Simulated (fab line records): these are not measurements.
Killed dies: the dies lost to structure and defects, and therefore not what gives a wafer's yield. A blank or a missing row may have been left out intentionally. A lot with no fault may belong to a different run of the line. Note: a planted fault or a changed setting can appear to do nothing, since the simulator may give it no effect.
fab line records	flow n5Finfet
record: lots: 7	wafers: 39
route steps=1938 shown DUMMY_GATE@243 SPACER0@259 SD_EPI_P@300 HKMG_FIN@414 MOL_CONTACT_COAG@538 BEOL_M4@1111
startH: start of the lot's first displayed wafer, in hours after the record's first day	waitH: time in hours since the lot's previous step	" same as the row above	L1.1+2: one row covering several wafers at once	- no value present, or no start provided	* or withheld: withheld	< > ~ a bound
route shown NAME@n: NAME is a module with steps in the file, n the number in the route of the first one	usual: mean/standard deviation of fault-free wafers	same: alike in all rows	chamber/n: place in a boat	sites: each site's reading	_std_site: standard deviation across them	_edge_site: outer sites' mean less inner sites'	radiusMm: how far each site lies from the wafer's centre	mask NAME#n: copy n	behind: the tool/chamber that last shaped the wafer	hold: the reason the lot was held/the length of the hold in hours/how it ended	device: which transistor (n, p or np) failed to switch	end of line: the same wafers' tests at the end of the route	a step with no rows: only its recipe	killed: not the wafer's yield, but the dies lost to structure and defects at the first sort	map: per-die view of a wafer (x killed, . not killed, _ where there is no die)
set.NAME: the setting as run; set.NAME@STEP: as run at that earlier step	model.NAME: the simulator's own value behind a step, which no gauge read
one table per step and one row per wafer, for lots whose settings were changed on purpose
== steps ==
step: N5_DUMMY_GATE_ETCH_31
recipe: chemistry: C4F6/O2	target: SiO2	maskMaterial: SOC	targetDepthA: 825	timeS: 27.5	ionEnergyEv: 250	pressureMtorr: 30	sourceW: 345	biasW: 185	Ar_flow_sccm: 300	C4F6_flow_sccm: 10	O2_flow_sccm: 10
step: N5_DUMMY_GATE_ETCH_32
recipe: chemistry: CF4	target: SiO2	targetDepthA: 35	timeS: 3.9	ionEnergyEv: 350	pressureMtorr: 10	icpW: 800	biasW: 400	cf4FlowSccm: 80
step: N5_DUMMY_GATE_ETCH_44
recipe: chemistry: HBr/O2	overEtchFrac: 0.7	targetDepthA: 1275	stopOn: SiO2	ionEnergyEv: 60	biasW: 20	target: poly-Si	maskMaterial: SiO2	pressureMtorr: 20	icpW: 400	HBr_flow_sccm: 120	O2_flow_sccm: 10
step: N5_SPACER0_ALD_00
recipe: material: SiOCN	targetThkA: 35	tempC: 400	aldPrecursorFamily: alkyl-aminosilane	aldCoReactant: O2/N2-plasma	pulseTimeS: 3	purgeTimeS: 2	coReactantPurgeTimeS: 2	aldCycles: 58	pressureTorr: 2
step: N5_SD_EPI_P_EXPOSE_06
recipe: maskId: SD_P_BLK	na: 1.35	sourceShape: conventional	sigmaOuter: 0.8	polarization: unpolarized	targetCdNm: 240	doseMj: 39.5
step: N5_HKMG_FIN_RTA_80
recipe: tempC: withheld	timeS: 2	ambient: N2	idleTempC: 600	rampUpCPerS: 150	rampDownCPerS: 60	coolToC: 600
step: N5_HKMG_FIN_ETCH_32
recipe: chemistry: N2/H2	target: SOC	targetDepthA: 2400	tempC: 40	timeS: 300	ionEnergyEv: 200	maskMaterial: SiARC	pressureMtorr: 30	sourceW: 840	biasW: 150	n2FlowSccm: 200	h2FlowSccm: 200
step: N5_MOL_CONTACT_COAG_ETCH_110
recipe: chemistry: CF4/O2	target: Si	targetDepthA: 25	timeS: 8	pressureMtorr: 100	sourceW: 200	biasW: 12	ionEnergyEv: 60	Ar_flow_sccm: 100	cf4FlowSccm: 100	O2_flow_sccm: 10
step: N5_MOL_CONTACT_COAG_ETCH_124
recipe: chemistry: CH3F/O2	target: SiNx	targetDepthA: 65	maskMaterial: SOC	stopOn: SiOC	overEtchFrac: 0.3	ionEnergyEv: 120	pressureMtorr: 30	sourceW: 395	biasW: 73	Ar_flow_sccm: 150	CH3F_flow_sccm: 30	O2_flow_sccm: 20	ends: endPoint
step: N5_BEOL_M4_RC_MEAS_101
usual: IOFF_P_LIN: 0.103/0.015	REXT_N: 75.2/1.8	REXT_P: 100.2/2.7	VT_N_LVT: 98/3.2	VT_P_LVT: -98.2/2.7
lot.wafer	tool	chamber	startH	waitH	set.targetDepthA@DUMMY_GATE_ETCH_31	set.timeS@DUMMY_GATE_ETCH_32	set.targetDepthA@DUMMY_GATE_ETCH_44	set.aldCycles@SPACER0_ALD_00	set.doseMj@SD_EPI_P_EXPOSE_06	set.timeS@HKMG_FIN_RTA_80	set.targetDepthA@HKMG_FIN_ETCH_32	set.biasW@MOL_CONTACT_COAG_ETCH_110	set.biasW@MOL_CONTACT_COAG_ETCH_124	IOFF_P_LIN[nA/um]	REXT_N[ohm.um]	REXT_P[ohm.um]	VT_N_LVT[mV]	VT_P_LVT[mV]
L079.1	prober-01	0	199.07	0.0	825	4.762	1275	53	39.5	2	2400	12	73	0.102	73.0	97.6	95	-97.4
L079.2	"	0	"	"	924	4.762	1275	58	39.5	2	2298	12	73	0.084	74.2	100.7	97	-101.6
L079.3	"	0	"	"	825	4.762	1275	58	38.55	2	2298	12	73	0.081	74.9	100.8	97	-100.7
L079.4	"	0	"	"	924	3.9	1275	58	38.55	2	2400	12	73	0.085	75.6	100.5	99	-100.3
L079.5	"	0	"	"	924	3.9	1275	53	38.55	2	2298	12	73	0.088	72.0	97.2	98	-99.6
L079.6	"	0	"	"	825	3.9	1275	53	39.5	2	2400	12	73	0.093	72.0	98.2	94	-98.5
L081.1	prober-01	0	218.19	0.0	825	3.9	1329	58	39.5	2.204	2400	12	73	0.100	72.5	95.3	93	-95.5
L081.2	"	0	"	"	825	3.533	1329	58	39.5	2.204	2400	13.53	78.94	0.121	72.6	95.4	88	-92.8
L081.3	"	0	"	"	825	3.533	1275	58	39.5	2.204	2116	12	78.94	0.093	72.0	97.4	92	-97.4
L081.4	"	0	"	"	825	3.533	1329	58	39.5	2	2116	13.53	73	0.093	72.7	96.3	98	-99.8
L081.5	"	0	"	"	825	3.9	1275	58	39.5	2	2116	12	78.94	0.106	72.2	95.9	98	-97.9
L081.6	"	0	"	"	825	3.9	1275	58	39.5	2	2400	13.53	73	0.104	73.3	95.3	98	-97.1
L084.1	prober-02	0	225.44	0.0	825	3.14	1275	65	39.5	1.766	2538	12	73	0.115	79.0	105.8	108	-99.1
L084.2	"	0	"	"	734.8	3.9	1358	58	39.5	2	2400	12	73	0.137	75.2	102.0	97	-92.8
L084.3	"	0	"	"	825	3.9	1358	65	42.36	1.766	2400	12	73	0.122	80.4	107.0	108	-99.5
L084.4	"	0	"	"	734.8	3.14	1358	65	42.36	2	2538	12	65.52	0.094	79.7	107.2	105	-99.6
L084.5	"	0	"	"	734.8	3.14	1275	58	39.5	2	2400	12	65.52	0.145	75.5	101.0	97	-92.6
L084.6	"	0	"	"	825	3.9	1275	58	42.36	1.766	2538	12	65.52	0.131	74.2	100.4	104	-97.4
L088.1	prober-02	0	254.92	0.0	825	3.214	1275	58	39.5	2	2400	10.23	66.93	0.114	77.5	97.6	99	-96.3
L088.2	"	0	"	"	857.1	3.9	1275	67	40.74	2	2400	12	73	0.078	82.7	106.4	103	-104.4
L088.3	"	0	"	"	825	3.9	1275	67	39.5	2	2400	10.23	73	0.084	84.8	108.0	102	-102.8
L088.4	"	0	"	"	857.1	3.9	1222	58	40.74	2	2400	12	66.93	0.132	78.6	97.5	93	-93.2
L088.5	"	0	"	"	825	3.214	1222	58	40.74	2	2400	10.23	73	0.103	77.1	99.8	98	-97.9
L088.6	"	0	"	"	857.1	3.214	1222	67	39.5	2	2400	12	66.93	0.086	83.3	105.3	102	-102.2
L086.1	prober-01	0	256.26	0.0	825	4.381	1275	55	39.5	2	2400	12	61.93	0.138	72.5	98.4	96	-91.6
L086.2	"	0	"	"	825	3.9	1275	58	39.5	1.831	2400	12	61.93	0.127	75.0	101.5	103	-95.6
L086.3	"	0	"	"	741.5	3.9	1342	58	39.5	2	2400	12	73	0.118	75.3	102.1	100	-96.1
L086.4	"	0	"	"	825	3.9	1342	55	39.5	2	2400	9.709	61.93	0.134	73.6	97.3	98	-92.3
L086.5	"	0	"	"	741.5	4.381	1275	58	39.5	1.831	2400	9.709	73	0.140	75.3	100.7	100	-93.2
L086.6	"	0	"	"	741.5	4.381	1342	55	39.5	1.831	2400	9.709	73	0.146	73.5	97.2	100	-91.5
L089.1	prober-01	0	261.93	0.0	825	3.9	1275	58	39.5	2	2400	12	73	0.088	76.0	97.0	100	-100.5
L089.4	"	0	"	"	825	3.9	1275	58	39.5	2	2400	12	73	0.101	76.7	98.0	100	-98.2
L089.5	"	0	"	"	825	3.9	1275	58	39.5	2	2400	12	73	0.092	76.8	98.4	103	-100.0
L091.1	prober-01	0	273.88	0.0	825	3.9	1275	49	39.5	2	2563	12	73	0.143	68.1	93.2	93	-90.4
L091.2	"	0	"	"	825	3.197	1275	58	39.5	1.788	2400	10.52	73	0.086	74.1	98.9	106	-101.0
L091.3	"	0	"	"	825	3.9	1152	58	40.52	2	2563	10.52	73	0.093	74.0	100.8	100	-99.1
L091.4	"	0	"	"	825	3.9	1275	49	40.52	1.788	2563	10.52	73	0.168	68.4	93.0	94	-89.0
L091.5	"	0	"	"	825	3.197	1152	49	40.52	1.788	2400	12	73	0.153	69.2	93.9	99	-91.0
L091.6	"	0	"	"	825	3.197	1152	58	39.5	2	2400	12	73	0.095	72.8	99.1	100	-99.2
== key ==
split: step: N5_DUMMY_GATE_ETCH_31	setting: targetDepthA	statedAs: 825
response none clear
split: step: N5_DUMMY_GATE_ETCH_32	setting: timeS	statedAs: 3.9
response none clear
split: step: N5_DUMMY_GATE_ETCH_44	setting: targetDepthA	statedAs: 1275
response none clear
split: step: N5_SPACER0_ALD_00	setting: aldCycles	statedAs: 58
response: step: N5_BEOL_M4_RC_MEAS_101	reading: REXT_N	slope: +0.365	per: 1%	togetherWith: all	explained: 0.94
response: step: N5_BEOL_M4_RC_MEAS_101	reading: REXT_P	slope: +0.457	per: 1%	togetherWith: all	explained: 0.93
response: step: N5_BEOL_M4_RC_MEAS_101	reading: VT_P_LVT	slope: -0.499	per: 1%	togetherWith: all	explained: 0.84
response: step: N5_BEOL_M4_RC_MEAS_101	reading: IOFF_P_LIN	slope: -0.00282	per: 1%	togetherWith: all	explained: 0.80
response: step: N5_BEOL_M4_RC_MEAS_101	reading: VT_N_LVT	slope: +0.444	per: 1%	togetherWith: all	explained: 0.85
split: step: N5_SD_EPI_P_EXPOSE_06	setting: doseMj	statedAs: 39.5
response none clear
split: step: N5_HKMG_FIN_RTA_80	setting: timeS	statedAs: 2
response: step: N5_BEOL_M4_RC_MEAS_101	reading: VT_N_LVT	slope: -0.457	per: 1%	togetherWith: all	explained: 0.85
split: step: N5_HKMG_FIN_ETCH_32	setting: targetDepthA	statedAs: 2400
response none clear
split: step: N5_MOL_CONTACT_COAG_ETCH_110	setting: biasW	statedAs: 12
response none clear
split: step: N5_MOL_CONTACT_COAG_ETCH_124	setting: biasW	statedAs: 73
response none clear
